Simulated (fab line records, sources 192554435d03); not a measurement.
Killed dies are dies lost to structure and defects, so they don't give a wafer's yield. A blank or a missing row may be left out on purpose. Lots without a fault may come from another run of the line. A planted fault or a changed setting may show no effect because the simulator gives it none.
Chamber matching | flow n5_finfet | N5_BEOL_M2_DEP_57 on pecvd-01: 3 sister chambers
The step deposits SiCN from 3MS/NH3, target thk 8 nm, time 14 s. 16 wafers are shown with their chamber, then 8 later ones without.

WAFERS WITH THEIR CHAMBER
wafer  | chamber | showerhead_plenum_p_Torr (Torr) | throttle_valve_pct (%) | chamber_pressure_Torr (Torr)
L077.3 | 2       | 3.680                           | 8.3                    | 3.007
L077.5 | 2       | 3.693                           | 8.7                    | 2.996
L077.6 | 1       | 3.652                           | 9.1                    | 2.991
L081.1 | 1       | 3.658                           | 9.1                    | 3.003
L081.2 | 2       | 3.683                           | 8.7                    | 2.994
L081.6 | 0       | 3.661                           | 8.8                    | 3.003
L084.1 | 2       | 3.689                           | 8.8                    | 3.003
L084.2 | 0       | 3.665                           | 8.9                    | 3.005
L084.5 | 1       | 3.647                           | 9.0                    | 3.004
L085.2 | 2       | 3.678                           | 8.7                    | 2.998
L085.4 | 1       | 3.652                           | 8.9                    | 3.002
L085.6 | 0       | 3.666                           | 8.7                    | 3.014
L088.2 | 0       | 3.661                           | 8.7                    | 3.008
L088.4 | 2       | 3.684                           | 8.8                    | 3.014
L088.6 | 0       | 3.659                           | 8.8                    | 2.995
L089.1 | 2       | 3.681                           | 8.9                    | 3.009

SIGNATURES (means of the wafers above)
reading                  | chamber 0 | chamber 1 | chamber 2 | scatter within a chamber
showerhead_plenum_p_Torr | 3.66240   | 3.65225   | 3.68400   | 0.00451
throttle_valve_pct       | 8.780     | 9.025     | 8.700     | 0.146
chamber_pressure_Torr    | 3.00500   | 3.00000   | 3.00300   | 0.00697
Rule: a wafer's distance from a chamber is the root of the sum, over the readings, of the square of ((its reading less the chamber's mean) divided by the reading's scatter). The wafer belongs to the nearest chamber; if the next one is less than 2 further off, it can't be placed. The scatter: the root of (the sum of the squares of (reading less its chamber's mean) over the shown wafers, divided by (wafers less chambers)).

WAFERS WITHOUT THEIR CHAMBER
wafer  | showerhead_plenum_p_Torr (Torr) | throttle_valve_pct (%) | chamber_pressure_Torr (Torr)
L089.3 | 3.654                           | 9.2                    | 3.012
L089.6 | 3.683                           | 8.9                    | 2.994
L091.3 | 3.652                           | 9.1                    | 2.988
L091.4 | 3.660                           | 8.7                    | 3.019
L091.6 | 3.658                           | 9.1                    | 3.001
L094.2 | 3.689                           | 9.0                    | 3.007
L094.4 | 3.681                           | 8.6                    | 2.998
L094.5 | 3.664                           | 8.7                    | 3.002

WHICH CHAMBER EACH WENT THROUGH
wafer  | from the rows above     | in truth
L089.3 | can't be placed: 1 or 0 | 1
L089.6 | 2                       | 2
L091.3 | 1                       | 1
L091.4 | can't be placed: 0 or 1 | 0
L091.6 | can't be placed: 1 or 0 | 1
L094.2 | 2                       | 2
L094.4 | 2                       | 2
L094.5 | 0                       | 0
Placed correctly: 5 of 8. Can't be placed from these rows: 3 (the true chamber is among the candidates in 3). Placed wrongly: 0.
